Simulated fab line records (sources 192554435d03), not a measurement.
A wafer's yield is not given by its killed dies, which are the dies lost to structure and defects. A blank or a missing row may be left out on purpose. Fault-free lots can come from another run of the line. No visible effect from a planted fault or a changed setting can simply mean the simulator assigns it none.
Split-lot trial	flow n5_finfet	route with 1938 steps; 7 lots, 21 wafers read

== THE SPLIT ITSELF ==
At N5_BEOL_M14_TRENCH_ETCH_34 (etches SiO2 in C4F8/O2/Ar, target depth 556.65 nm, time 126.9 s), the setting time_s was moved away from the recipe's 126.9 s on 6 of the 21 wafers read, by -19.5% to +17.5%. The other wafers ran this setting at the recipe's value.

== FROM THE SPLIT TO THE READING: what the file shows between them, 10 steps ==
- N5_BEOL_M14_STRIP_70: strips in C4F8/O2/Ar
- N5_BEOL_M14_OCD_MEAS_35
- N5_BEOL_M14_STRIP_37: strips in O2
- N5_BEOL_M14_ETCH_38: etches SiCN in CF4/N2, target depth 106.5 nm, time 120.6 s
- N5_BEOL_M14_ECD_47: material Cu, target thk 1248 nm
- N5_BEOL_M14_ANNEAL_48: time 90 s
- N5_BEOL_M14_CMP_49: polishes, stops on SiO2, t overpolish 5.2 s, target thk 560 nm
- N5_BEOL_M14_THK_MEAS_50: measures by xrf
- N5_BEOL_M14_PRE_CLEAN_52: time 15 s
- N5_BEOL_M14_DEP_53: deposits SiCN from 3MS/NH3, target thk 50 nm, time 17.8 s

== THE READING ==
M14_RS (ohm/sq), read at N5_BEOL_M14_RS_MEAS_54 with a four-point probe. On this fab line, fault-free wafers typically give 0.0336 ohm/sq with a standard deviation of 0.0009 ohm/sq.

wafer	tool, chamber at the split	time_s as run, s	against the recipe	M14_RS, ohm/sq	against lot-mates on the recipe
L077.1	rie_diel-06, 2	126.9	recipe	0.0334	-
L077.5	rie_diel-06, 2	126.9	recipe	0.0334	-
L077.6	rie_diel-06, 1	126.9	recipe	0.0331	-
L084.2	rie_diel-06, 2	126.9	recipe	0.0329	-
L084.5	rie_diel-06, 3	126.9	recipe	0.0329	-
L084.6	rie_diel-06, 0	102.1	-19.5%	0.0433	+0.0104
L086.2	rie_diel-06, 3	126.9	recipe	0.0339	-
L086.5	rie_diel-06, 1	126.9	recipe	0.0335	-
L086.6	rie_diel-06, 0	126.9	recipe	0.0345	-
L087.1	rie_diel-03, 2	126.9	recipe	0.0334	-
L087.3	rie_diel-03, 1	144	+13.5%	0.0282	-0.0056
L087.4	rie_diel-03, 0	126.9	recipe	0.0342	-
L090.1	rie_diel-06, 0	146.2	+15.2%	0.0301	-0.0036
L090.3	rie_diel-06, 3	126.9	recipe	0.0337	-
L090.4	rie_diel-06, 2	146.2	+15.2%	0.0289	-0.0048
L094.2	rie_diel-03, 3	149.1	+17.5%	0.0299	-0.0038
L094.4	rie_diel-03, 1	149.1	+17.5%	0.0272	-0.0065
L094.5	rie_diel-03, 2	126.9	recipe	0.0337	-
L096.2	rie_diel-03, 0	126.9	recipe	0.0334	-
L096.5	rie_diel-03, 0	126.9	recipe	0.0333	-
L096.6	rie_diel-03, 1	126.9	recipe	0.0324	-

FIT RESULTS
A straight line over all 21 wafers: M14_RS changes by -0.000352 ohm/sq for each +1% of time_s; r = -0.95; the points scatter about the line by 0.0011 ohm/sq.
The same after taking each lot's own level away (the mean of its wafers on the recipe; 21 wafers): -0.000372 ohm/sq for each +1%; r = -0.95; scatter 0.001 ohm/sq.
That fit puts the effect of the largest move of time_s on the reading at 0.0073 ohm/sq.
Measured against the standard deviation above, the lots' own levels, which go from 0.03290 to 0.03397 ohm/sq, span 1.2 times it.
Consequently the slope shifts little with the lot-to-lot level, the two slopes agreeing.
Check: +0.00593 ohm/sq against its lot-mates is what the line predicts for one of the wafers moved furthest among these (-19.5%) when that wafer is left out of the fit. Against them it came out at +0.0104 ohm/sq.

== THE WHOLE CHAIN: every reading that the file lists as answering this split, in the file's order ==
step	what it does	reading	change (the file's fit)	r (the file's)
N5_BEOL_M14_TRENCH_ETCH_34	etches SiO2 in C4F8/O2/Ar, target depth 556.65 nm, time 126.9 s	etch.depth_nm (the simulator's own value, which no gauge read)	+6.23 nm for each +1% of the setting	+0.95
N5_BEOL_M14_OCD_MEAS_35		trench_depth_nm	+6.23 nm for each +1% of the setting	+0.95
N5_BEOL_M14_CMP_49	polishes, stops on SiO2, t overpolish 5.2 s, target thk 560 nm	Cu_of_BEOL_M14_ECD_47.thk_nm (the simulator's own value, which no gauge read)	+6.25 nm for each +1% of the setting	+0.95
N5_BEOL_M14_THK_MEAS_50	measures by xrf	M14_THK	+6.28 for each +1% of the setting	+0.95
N5_BEOL_M14_RS_MEAS_54	measures by four-point-probe	M14_RS	-0.000392 for each +1% of the setting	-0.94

== FILE'S OWN FIT ==
M14_RS changes by -0.000392 ohm/sq for each +1% of time_s, r = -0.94.
